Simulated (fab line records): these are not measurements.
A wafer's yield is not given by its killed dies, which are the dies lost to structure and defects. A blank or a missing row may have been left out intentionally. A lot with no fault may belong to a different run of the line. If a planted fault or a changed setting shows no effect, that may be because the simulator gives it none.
A single fault, viewed from 3 desks :: flow nandHarc :: every desk sees just its own numbers, and what lay behind them comes last

THE DEFECT DESK
Lot by lot, what the route's inspections counted, given as the mean of those sampled wafers with a number. Any lot whose mean is over 4 standard deviations away from the usual mean is out of limits and marked OUT; that distance is given in the brackets.
Columns: A = rawDefectCount at NHARC_P_CONTACT_INSPECT_14, usual 3.9
lot: L301
first seen here: day 6 08:04
A: 4.7

lot: L303
first seen here: day 7 03:17
A: 5.7

lot: L305
first seen here: day 8 05:59
A: 1.7

lot: L306
first seen here: day 8 10:29
A: 3.0

lot: L307
first seen here: day 8 20:22
A: 3.3

lot: L308
first seen here: day 9 12:04
A: 2.0

lot: L315
first seen here: day 12 04:23
A: 3.0

lot: L316
first seen here: day 12 16:04
A: 3.0

lot: L317
first seen here: day 13 03:21
A: 3.3

lot: L318
first seen here: day 13 08:13
A: 3.0

lot: L320
first seen here: day 14 17:19
A: 3.0

lot: L323
first seen here: day 15 20:25
A: 4.3
This desk found nothing out of limits on any of the 12 lots.

METROLOGY DESK
What the gauges read, lot by lot, whatever tool the lot ran on: means of the sampled wafers that have a number. Any lot whose mean is over 4 standard deviations away from the usual mean is out of limits and marked OUT; that distance is given in the brackets.
Columns: A = cdNm at NHARC_P_CONTACT_CD_MEAS_12, usual 89.7 nm
lot: L301
first seen here: day 6 07:56
A: 90.0

lot: L303
first seen here: day 7 03:09
A: 89.6

lot: L305
first seen here: day 8 05:52
A: 89.9

lot: L306
first seen here: day 8 10:22
A: 90.8

lot: L307
first seen here: day 8 20:15
A: 89.4

lot: L308
first seen here: day 9 11:56
A: 89.2

lot: L315
first seen here: day 12 04:15
A: 86.1 (-5.5) OUT

lot: L316
first seen here: day 12 15:56
A: 86.7 (-4.5) OUT

lot: L317
first seen here: day 13 03:14
A: 90.3

lot: L318
first seen here: day 13 08:06
A: 89.2

lot: L320
first seen here: day 14 17:11
A: 90.7

lot: L323
first seen here: day 15 20:17
A: 89.7
Finding of this desk: L315, L316 out of limits; the first was L315 at day 12 04:15, on cdNm at NHARC_P_CONTACT_CD_MEAS_12. L301, L303, L305, L306, L307, L308, L317, L318, L320, L323: within limits.

THE TOOL OWNER'S DESK: lithoTrack-01
The tool's own readings at NHARC_P_CONTACT_PEB_10 (peb time 65 s): means of the sampled wafers that have a number, for each lot that ran on this tool. Any lot whose mean is over 4 standard deviations away from the usual mean is out of limits and marked OUT; that distance is given in the brackets.
Columns: A = heaterPowerTotalW at NHARC_P_CONTACT_PEB_10, usual 156.7 W; B = plateTempC at NHARC_P_CONTACT_PEB_10, usual 100.02 C
lot: L303
first seen here: day 7 03:04
A: 156.4
B: 100.02

lot: L308
first seen here: day 9 11:52
A: 157.0
B: 100.01

lot: L315
first seen here: day 12 04:10
A: 154.9 (-4.5) OUT
B: 99.35 (-5.6) OUT

lot: L316
first seen here: day 12 15:51
A: 154.9 (-4.3) OUT
B: 99.29 (-6.1) OUT

lot: L323
first seen here: day 15 20:13
A: 156.8
B: 100.13
Finding of this desk: L315, L316 out of limits; the first was L315 at day 12 04:10, on heaterPowerTotalW at NHARC_P_CONTACT_PEB_10. L303, L308, L323: within limits.

PUT TOGETHER
At day 12 04:10, on L315, L316, the tool owner's desk was in a position to raise an alarm.
The metrology desk could have raised an alarm at day 12 04:15, on L315, L316.
No out-of-limits result turned up at the defect desk.
The defect desk has L315, L316 on record, within its limits.
Every lot named ran NHARC_P_CONTACT_PEB_10 on lithoTrack-01.

WHAT THE SIMULATOR HAD PUT IN
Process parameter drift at NHARC_P_CONTACT_PEB_10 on lithoTrack-01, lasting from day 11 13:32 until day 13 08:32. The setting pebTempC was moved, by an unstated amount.
Shown lots that were struck: L315, L316.
Hours from the fault's start to each desk's first reading out of limits: the tool owner's desk, 15; the metrology desk, 15.
